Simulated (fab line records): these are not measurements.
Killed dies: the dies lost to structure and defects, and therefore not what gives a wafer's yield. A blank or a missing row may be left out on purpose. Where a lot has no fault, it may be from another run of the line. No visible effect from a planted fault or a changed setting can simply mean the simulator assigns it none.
fab line records + flow nandHarc
[record]
- lots = 15
- wafers = 45
- lastDay = 23
route steps=1159 shown P_GATE@207 P_CONTACT@233
lots that met no fault: taken from a fault-free run of the same line
startH: hours from the record's opening day to when the first of the lot's shown wafers began + waitH: how many hours have passed since the lot's step before this one + " identical to the entry in the row above + L1.1+2: several wafers, shown together as one row + - either no value or no given start + * or withheld: withheld + < > ~ a bound
route shown NAME@n: NAME is a module with steps in the file, n the number in the route of the first one + usual: mean/standard deviation taken from wafers without a fault + same: alike in all rows + chamber/n: place in a boat + sites: each site's reading + _std_site: standard deviation of those values + _edge_site: inner sites' mean taken away from outer sites' mean + radiusMm: for every site, how far away it sits from the centre of the wafer + mask NAME#n: copy n + behind: the tool/chamber that last shaped the wafer + hold: the reason the lot was held/the length of the hold in hours/how it ended + device: which transistor (n, p or np) failed to switch + end of line: the same wafers' tests at the end of the route + where a step has no rows: the recipe by itself + killed: count of dies lost to structure and defects at first sort (not the wafer's yield) + map: per-die view of a wafer (x killed, . not killed, _ where there is no die)
set.NAME: the run value of the setting; set.NAME@STEP: its run value at that earlier step + model.NAME: the simulator's own value behind a step, which no gauge read
route steps across a sampled set of lots; one table per step, one row per wafer
services: the hour from which a tool's chamber was out of use, counted from the record's first day as startH (under 0 if before that day), plus the number of hours and why
[[steps]]
[step NHARC_P_GATE_RTA_64]
[recipe]
- tempC = 1050
- timeS = 1
[usual]
- lampPowerPct = 35.52/0.18
- lamp_zone_3_pct = 35.52/0.18
- lamp_zone_4_pct = 35.52/0.18
- wafer_temp_C_max = 1054.7/1
[same]
- timeS = 1
| lot.wafer | tool         | chamber | startH | waitH | lampPowerPct | lamp_zone_3_pct | lamp_zone_4_pct | wafer_temp_C_max |
|-----------|--------------|---------|--------|-------|--------------|-----------------|-----------------|------------------|
| L958.2    | rtpAnneal-01 | 0       | 109.74 | -     | 35.31        | 35.40           | 35.32           | 1054.1           |
| L958.3    | "            | 0       | "      | "     | 35.32        | 35.27           | 35.36           | 1054.7           |
| L958.6    | "            | 0       | "      | "     | 35.45        | 35.34           | 35.31           | 1055.1           |
| L960.2    | rtpAnneal-02 | 0       | 118.24 | -     | 35.74        | 35.68           | 35.67           | 1055.7           |
| L960.4    | "            | 0       | "      | "     | 35.70        | 35.63           | 35.67           | 1056.0           |
| L960.5    | "            | 0       | "      | "     | 35.67        | 35.73           | 35.69           | 1056.0           |
| L959.2    | rtpAnneal-01 | 0       | 120.42 | -     | 35.32        | 35.32           | 35.29           | 1055.3           |
| L959.3    | "            | 0       | "      | "     | 35.30        | 35.29           | 35.28           | 1054.9           |
| L959.4    | "            | 0       | "      | "     | 35.28        | 35.26           | 35.30           | 1053.9           |
| L963.1    | rtpAnneal-01 | 0       | 137.25 | -     | 35.40        | 35.38           | 35.34           | 1054.5           |
| L963.3    | "            | 0       | "      | "     | 35.27        | 35.35           | 35.33           | 1055.8           |
| L963.6    | "            | 0       | "      | "     | 35.34        | 35.35           | 35.30           | 1055.3           |
| L961.1    | rtpAnneal-01 | 0       | 138.02 | -     | 35.34        | 35.31           | 35.31           | 1055.7           |
| L961.2    | "            | 0       | "      | "     | 35.32        | 35.32           | 35.33           | 1054.7           |
| L961.6    | "            | 0       | "      | "     | 35.35        | 35.33           | 35.42           | 1055.0           |
| L962.1    | rtpAnneal-01 | 0       | 138.60 | -     | 35.39        | 35.40           | 35.35           | 1053.9           |
| L962.2    | "            | 0       | "      | "     | 35.35        | 35.35           | 35.32           | 1054.1           |
| L962.5    | "            | 0       | "      | "     | 35.32        | 35.32           | 35.33           | 1053.6           |
| L964.1    | rtpAnneal-02 | 0       | 149.20 | -     | 35.75        | 35.67           | 35.75           | 1054.8           |
| L964.2    | "            | 0       | "      | "     | 35.65        | 35.69           | 35.70           | 1054.6           |
| L964.4    | "            | 0       | "      | "     | 35.68        | 35.68           | 35.70           | 1054.2           |
| L966.2    | rtpAnneal-02 | 0       | 154.83 | -     | 35.69        | 35.66           | 35.66           | 1056.3           |
| L966.3    | "            | 0       | "      | "     | 35.71        | 35.71           | 35.75           | 1054.8           |
| L966.6    | "            | 0       | "      | "     | 35.71        | 35.67           | 35.74           | 1052.9           |
| L967.1    | rtpAnneal-02 | 0       | 169.88 | -     | 35.70        | 35.67           | 35.69           | 1053.3           |
| L967.2    | "            | 0       | "      | "     | 35.71        | 35.66           | 35.70           | 1054.7           |
| L967.5    | "            | 0       | "      | "     | 35.67        | 35.70           | 35.77           | 1054.7           |
| L969.2    | rtpAnneal-01 | 0       | 181.12 | -     | 35.27        | 35.40           | 35.31           | 1054.9           |
| L969.5    | "            | 0       | "      | "     | 35.28        | 35.33           | 35.26           | 1054.2           |
| L969.6    | "            | 0       | "      | "     | 35.32        | 35.37           | 35.33           | 1054.6           |
| L971.3    | rtpAnneal-02 | 0       | 181.92 | -     | 35.67        | 35.65           | 35.65           | 1054.5           |
| L971.4    | "            | 0       | "      | "     | 35.69        | 35.70           | 35.69           | 1054.5           |
| L971.5    | "            | 0       | "      | "     | 35.66        | 35.68           | 35.59           | 1054.3           |
| L972.2    | rtpAnneal-02 | 0       | 200.91 | -     | 35.63        | 35.78           | 35.67           | 1053.7           |
| L972.4    | "            | 0       | "      | "     | 35.70        | 35.67           | 35.67           | 1055.7           |
| L972.6    | "            | 0       | "      | "     | 35.63        | 35.64           | 35.71           | 1054.1           |
| L977.1    | rtpAnneal-01 | 0       | 227.22 | -     | 35.32        | 35.30           | 35.33           | 1054.7           |
| L977.3    | "            | 0       | "      | "     | 35.31        | 35.32           | 35.32           | 1053.0           |
| L977.6    | "            | 0       | "      | "     | 35.32        | 35.26           | 35.37           | 1053.9           |
| L978.2    | rtpAnneal-01 | 0       | 233.41 | -     | 35.32        | 35.36           | 35.31           | 1055.9           |
| L978.4    | "            | 0       | "      | "     | 35.28        | 35.35           | 35.34           | 1052.8           |
| L978.6    | "            | 0       | "      | "     | 35.32        | 35.32           | 35.34           | 1053.1           |
| L979.2    | rtpAnneal-01 | 0       | 238.16 | -     | 35.28        | 35.30           | 35.28           | 1054.3           |
| L979.4    | "            | 0       | "      | "     | 35.31        | 35.25           | 35.29           | 1056.0           |
| L979.5    | "            | 0       | "      | "     | 35.29        | 35.28           | 35.23           | 1054.0           |
[step NHARC_P_CONTACT_OVL_MEAS_13]
[usual]
- overlayXNm = -0.3/0.86
- overlayYNm = 0.2/0.81
| lot.wafer | tool       | chamber | startH | waitH | overlayXNm | overlayYNm |
|-----------|------------|---------|--------|-------|------------|------------|
| L958.2    | overlay-01 | -       | 112.72 | -     | -0.2       | -0.5       |
| L958.3    | "          | -       | "      | "     | -0.4       | -0.6       |
| L958.6    | "          | -       | "      | "     | -0.7       | -0.4       |
| L960.2    | overlay-02 | -       | 121.07 | -     | -1.1       | 1.1        |
| L960.4    | "          | -       | "      | "     | -0.9       | 0.4        |
| L960.5    | "          | -       | "      | "     | -1.1       | 0.7        |
| L959.2    | overlay-02 | -       | 123.58 | -     | -0.7       | 0.2        |
| L959.3    | "          | -       | "      | "     | -0.9       | -0.7       |
| L959.4    | "          | -       | "      | "     | -1.1       | 0.3        |
| L963.1    | overlay-01 | -       | 140.21 | -     | -1.3       | 1.4        |
| L963.3    | "          | -       | "      | "     | -2.1       | 1.7        |
| L963.6    | "          | -       | "      | "     | -1.5       | 1.4        |
| L961.1    | overlay-01 | -       | 140.86 | -     | 0.3        | 0.6        |
| L961.2    | "          | -       | "      | "     | 0.6        | 0.8        |
| L961.6    | "          | -       | "      | "     | 0.4        | 0.2        |
| L962.1    | overlay-01 | -       | 141.51 | -     | -0.3       | 0.4        |
| L962.2    | "          | -       | "      | "     | 0.0        | 0.5        |
| L962.5    | "          | -       | "      | "     | 0.0        | -0.5       |
| L964.1    | overlay-01 | -       | 152.12 | -     | -1.4       | 0.8        |
| L964.2    | "          | -       | "      | "     | -0.9       | 0.7        |
| L964.4    | "          | -       | "      | "     | -1.2       | 0.7        |
| L966.2    | overlay-02 | -       | 157.79 | -     | -0.3       | 0.3        |
| L966.3    | "          | -       | "      | "     | -0.2       | 0.0        |
| L966.6    | "          | -       | "      | "     | -0.5       | 0.8        |
| L967.1    | overlay-01 | -       | 172.98 | -     | 0.4        | -0.7       |
| L967.2    | "          | -       | "      | "     | 1.2        | -0.9       |
| L967.5    | "          | -       | "      | "     | 0.3        | -0.3       |
| L969.2    | overlay-01 | -       | 184.07 | -     | 0.0        | 0.4        |
| L969.5    | "          | -       | "      | "     | 0.2        | 0.6        |
| L969.6    | "          | -       | "      | "     | 0.2        | 0.1        |
| L971.3    | overlay-02 | -       | 184.83 | -     | 0.0        | -1.5       |
| L971.4    | "          | -       | "      | "     | 0.4        | -1.1       |
| L971.5    | "          | -       | "      | "     | 0.5        | -1.0       |
| L972.2    | overlay-02 | -       | 203.83 | -     | -0.4       | 0.8        |
| L972.4    | "          | -       | "      | "     | -0.2       | 1.0        |
| L972.6    | "          | -       | "      | "     | 0.1        | 0.9        |
| L977.1    | overlay-02 | -       | 230.20 | -     | 1.6        | 0.7        |
| L977.3    | "          | -       | "      | "     | 1.5        | 0.4        |
| L977.6    | "          | -       | "      | "     | 1.2        | 0.2        |
| L978.2    | overlay-01 | -       | 236.35 | -     | -0.5       | 1.0        |
| L978.4    | "          | -       | "      | "     | -0.6       | 0.6        |
| L978.6    | "          | -       | "      | "     | -0.7       | 0.1        |
| L979.2    | overlay-02 | -       | 241.19 | -     | 0.6        | 0.5        |
| L979.4    | "          | -       | "      | "     | -0.1       | 0.6        |
| L979.5    | "          | -       | "      | "     | 0.6        | 0.3        |
[step NHARC_P_CONTACT_PVD_32]
[recipe]
- targetThkA = 50
- chamberPressurePa = 5
- powerW = 5000
- substrateTempC = 200
- timeS = 17.7
- material = Ti
[usual]
- cathodeDcPowerW = 5000.0/0.91
- chamberPressurePa = 5.001/0.011
- throttleValvePct = 30.5/0.99
- timeS = 17.7/0
| lot.wafer | tool          | chamber | startH | waitH | cathodeDcPowerW | chamberPressurePa | throttleValvePct | timeS |
|-----------|---------------|---------|--------|-------|-----------------|-------------------|------------------|-------|
| L958.3    | pvdSputter-03 | -       | 114.65 | -     | 5000.4          | 5.010             | 28.4             | 17.7  |
| L958.2    | "             | -       | "      | "     | 4999.6          | 5.006             | 30.8             | 17.7  |
| L958.6    | "             | -       | "      | "     | 5000.1          | 5.005             | 28.7             | 17.7  |
| L960.2    | pvdSputter-02 | -       | 122.88 | -     | 4999.7          | 4.994             | 30.7             | 17.7  |
| L960.4    | "             | -       | "      | "     | 4998.0          | 4.982             | 30.2             | 17.7  |
| L960.5    | "             | -       | "      | "     | 4999.9          | 5.005             | 30.5             | 17.7  |
| L959.4    | pvdSputter-01 | -       | 125.62 | -     | 5000.4          | 4.986             | 31.8             | 17.7  |
| L959.3    | "             | -       | "      | "     | 4998.7          | 5.005             | 29.8             | 17.7  |
| L959.2    | "             | -       | "      | "     | 4999.3          | 5.014             | 31.6             | 17.7  |
| L963.1    | pvdSputter-03 | -       | 142.14 | -     | 4999.9          | 5.016             | 31.0             | 17.7  |
| L963.3    | "             | -       | "      | "     | 4998.7          | 4.987             | 30.7             | 17.7  |
| L963.6    | "             | -       | "      | "     | 4999.3          | 5.001             | 28.7             | 17.7  |
| L961.2    | pvdSputter-02 | -       | 142.74 | -     | 5000.4          | 4.990             | 29.9             | 17.7  |
| L961.1    | "             | -       | "      | "     | 5000.2          | 4.995             | 30.5             | 17.7  |
| L961.6    | "             | -       | "      | "     | 5000.2          | 4.982             | 30.1             | 17.7  |
| L962.1    | pvdSputter-01 | -       | 143.40 | -     | 5000.1          | 5.003             | 31.8             | 17.7  |
| L962.2    | "             | -       | "      | "     | 5000.2          | 4.988             | 31.7             | 17.7  |
| L962.5    | "             | -       | "      | "     | 4999.4          | 5.006             | 30.0             | 17.7  |
| L964.1    | pvdSputter-01 | -       | 154.01 | -     | 4999.2          | 4.994             | 31.9             | 17.7  |
| L964.4    | "             | -       | "      | "     | 5000.6          | 4.995             | 31.8             | 17.7  |
| L964.2    | "             | -       | "      | "     | 5000.3          | 4.996             | 30.0             | 17.7  |
| L966.2    | pvdSputter-02 | -       | 159.69 | -     | 4999.8          | 5.009             | 30.9             | 17.7  |
| L966.3    | "             | -       | "      | "     | 5001.4          | 4.983             | 30.1             | 17.7  |
| L966.6    | "             | -       | "      | "     | 4999.3          | 5.010             | 30.0             | 17.7  |
| L967.2    | pvdSputter-01 | -       | 174.87 | -     | 4998.5          | 5.002             | 32.0             | 17.7  |
| L967.1    | "             | -       | "      | "     | 4999.0          | 5.007             | 31.4             | 17.7  |
| L967.5    | "             | -       | "      | "     | 5001.5          | 5.009             | 31.0             | 17.7  |
| L969.2    | pvdSputter-01 | -       | 185.91 | -     | 4999.2          | 4.991             | 30.4             | 17.7  |
| L969.6    | "             | -       | "      | "     | 5000.4          | 5.036             | 31.6             | 17.7  |
| L969.5    | "             | -       | "      | "     | 4997.8          | 4.990             | 31.5             | 17.7  |
| L971.4    | pvdSputter-02 | -       | 186.68 | -     | 5000.9          | 4.991             | 29.8             | 17.7  |
| L971.3    | "             | -       | "      | "     | 5000.4          | 4.996             | 30.8             | 17.7  |
| L971.5    | "             | -       | "      | "     | 5000.6          | 4.992             | 30.2             | 17.7  |
| L972.2    | pvdSputter-01 | -       | 205.71 | -     | 5000.1          | 5.006             | 30.9             | 17.7  |
| L972.4    | "             | -       | "      | "     | 5000.5          | 5.001             | 31.3             | 17.7  |
| L972.6    | "             | -       | "      | "     | 4998.9          | 5.006             | 30.6             | 17.7  |
| L977.1    | pvdSputter-01 | -       | 232.21 | -     | -               | -                 | -                | -     |
| L977.3    | "             | -       | "      | "     | -               | -                 | -                | -     |
| L977.6    | "             | -       | "      | "     | -               | -                 | -                | -     |
| L978.2    | pvdSputter-03 | -       | 238.15 | -     | -               | -                 | -                | -     |
| L978.4    | "             | -       | "      | "     | -               | -                 | -                | -     |
| L978.6    | "             | -       | "      | "     | -               | -                 | -                | -     |
| L979.2    | pvdSputter-01 | -       | 243.10 | -     | -               | -                 | -                | -     |
| L979.4    | "             | -       | "      | "     | -               | -                 | -                | -     |
| L979.5    | "             | -       | "      | "     | -               | -                 | -                | -     |
[step NHARC_P_CONTACT_ALD_22]
[recipe]
- targetThkA = 30
- pulseTimeS = 1
- aldCycles = 150
- tempC = 450
- material = TiN
[usual]
- heaterPowerW = 1104/110
- precursorPulseHeightRel = 0.999/0.018
| lot.wafer | tool        | chamber | startH | waitH | heaterPowerW | precursorPulseHeightRel |
|-----------|-------------|---------|--------|-------|--------------|-------------------------|
| L958.3    | aldMetal-02 | 2       | 114.81 | -     | 1286         | 0.994                   |
| L958.2    | "           | 3       | "      | "     | 1137         | 1.009                   |
| L958.6    | "           | 1       | "      | "     | 1118         | 1.010                   |
| L960.2    | aldMetal-02 | 3       | 123.00 | -     | 1161         | 0.986                   |
| L960.4    | "           | 0       | "      | "     | 1020         | 1.000                   |
| L960.5    | "           | 0       | "      | "     | 1015         | 1.019                   |
| L959.4    | aldMetal-01 | 2       | 125.74 | -     | 1249         | 0.996                   |
| L959.3    | "           | 0       | "      | "     | 1074         | 0.986                   |
| L959.2    | "           | 1       | "      | "     | 1011         | 1.019                   |
| L963.1    | aldMetal-01 | 3       | 142.26 | -     | 1304         | 0.992                   |
| L963.3    | "           | 2       | "      | "     | 1215         | 1.022                   |
| L963.6    | "           | 0       | "      | "     | 1082         | 0.938                   |
| L961.2    | aldMetal-03 | 0       | 142.84 | -     | 944          | 1.015                   |
| L961.1    | "           | 1       | "      | "     | 1023         | 1.027                   |
| L961.6    | "           | 3       | "      | "     | 1101         | 1.001                   |
| L962.1    | aldMetal-02 | 1       | 143.53 | -     | 1118         | 0.997                   |
| L962.2    | "           | 2       | "      | "     | 1269         | 0.982                   |
| L962.5    | "           | 0       | "      | "     | 1024         | 0.975                   |
| L964.2    | aldMetal-03 | 1       | 154.13 | -     | 1056         | 0.990                   |
| L964.1    | "           | 3       | "      | "     | 1135         | 1.036                   |
| L964.4    | "           | 1       | "      | "     | 1000         | 1.023                   |
| L966.3    | aldMetal-03 | 0       | 159.79 | -     | 920          | 0.968                   |
| L966.2    | "           | 3       | "      | "     | 1137         | 1.013                   |
| L966.6    | "           | 3       | "      | "     | 1172         | 1.022                   |
| L967.2    | aldMetal-01 | 1       | 174.96 | -     | 964          | 1.014                   |
| L967.1    | "           | 3       | "      | "     | 1264         | 0.972                   |
| L967.5    | "           | 1       | "      | "     | 977          | 1.005                   |
| L969.2    | aldMetal-01 | 3       | 185.99 | -     | 1294         | 1.016                   |
| L969.6    | "           | 3       | "      | "     | 1322         | 0.970                   |
| L969.5    | "           | 0       | "      | "     | 1075         | 1.003                   |
| L971.3    | aldMetal-03 | 2       | 186.82 | -     | 1012         | 0.946                   |
| L971.4    | "           | 0       | "      | "     | 904          | 1.016                   |
| L971.5    | "           | 1       | "      | "     | 1046         | 0.981                   |
| L972.2    | aldMetal-03 | 1       | 205.84 | -     | 1033         | 1.033                   |
| L972.4    | "           | 3       | "      | "     | 1188         | 0.994                   |
| L972.6    | "           | 0       | "      | "     | 915          | 0.996                   |
| L977.1    | aldMetal-03 | 3       | 232.33 | -     | 1115         | 0.995                   |
| L977.3    | "           | 0       | "      | "     | 932          | 0.983                   |
| L977.6    | "           | 3       | "      | "     | 1139         | 1.014                   |
| L978.4    | aldMetal-02 | 2       | 238.30 | -     | 1200         | 0.992                   |
| L978.2    | "           | 3       | "      | "     | 1156         | 0.979                   |
| L978.6    | "           | 1       | "      | "     | 1125         | 0.990                   |
| L979.2    | aldMetal-02 | 3       | 243.20 | -     | 1160         | 1.031                   |
| L979.4    | "           | 3       | "      | "     | 1168         | 0.983                   |
| L979.5    | "           | 2       | "      | "     | 1241         | 1.019                   |
[[services]]
| tool          | chamber | startH | hours | kind      |
|---------------|---------|--------|-------|-----------|
| pvdSputter-03 | -       | 102.00 | 10.0  | pm        |
| aldMetal-01   | -       | 102.01 | 10.0  | pm        |
| aldMetal-01   | 0       | 102.01 | 10.0  | ventCycle |
| aldMetal-03   | 2       | 102.46 | 68.3  | repair    |
| aldMetal-03   | -       | 144.00 | 10.0  | pm        |
| aldMetal-03   | 0       | 144.00 | 10.0  | ventCycle |
| aldMetal-03   | 1       | 144.00 | 10.0  | ventCycle |
| aldMetal-03   | 3       | 144.00 | 10.0  | ventCycle |
| pvdSputter-03 | -       | 144.05 | 0.7   | repair    |
| aldMetal-01   | -       | 152.33 | 1.0   | repair    |
| aldMetal-03   | 0       | 154.00 | -     | clean     |
| aldMetal-03   | 1       | 154.00 | -     | clean     |
| aldMetal-03   | 3       | 154.00 | -     | clean     |
| pvdSputter-01 | -       | 158.00 | 10.0  | pm        |
| aldMetal-02   | -       | 186.00 | 10.0  | pm        |
| aldMetal-02   | 0       | 186.00 | 16.8  | ventCycle |
| aldMetal-02   | 1       | 186.00 | 10.0  | ventCycle |
| aldMetal-02   | 2       | 186.00 | 10.0  | ventCycle |
| aldMetal-02   | 3       | 186.00 | 10.0  | ventCycle |
| aldMetal-02   | 1       | 196.00 | -     | clean     |
| aldMetal-02   | 2       | 196.00 | -     | clean     |
| aldMetal-02   | 3       | 196.00 | -     | clean     |
| pvdSputter-02 | -       | 214.12 | 10.0  | pm        |
| aldMetal-02   | 0       | 242.15 | 26.0  | repair    |
[[key]]
[firstSign]
- step = NHARC_P_CONTACT_PVD_32
- reading = toolRecord
- direction = missing
effect none on later readings
metAt NHARC_P_CONTACT_PVD_32
struckLots L977,L978,L979
sortLeftOut L977.1,L977.3,L977.6,L978.2,L978.4,L978.6,L979.2,L979.4,L979.5
testerLeftOut L977,L978,L979
notActingAt NHARC_P_GATE_RTA_64,NHARC_P_CONTACT_OVL_MEAS_13,NHARC_P_CONTACT_ALD_22
onsetBetween 205.71 232.21
[fault]
- kind = skippedStepWhole
- tool = pvdSputter-01,pvdSputter-03
- chamber = -
- onsetH = 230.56
- steps = NHARC_P_CONTACT_PVD_32
- scope = struckLotsOnly
// testerLeftOut: of these lots the tester's yield and bins aren't shown, on N5 and GAA mostly nor the transistor test; their killed dies are dies lost to structure and defects alone, not to doping, threshold or leakage, so they don't give the yield
// sortLeftOut: the simulated sort isn't trusted on such a fault, so these wafers' sort isn't shown, and their yield isn't known
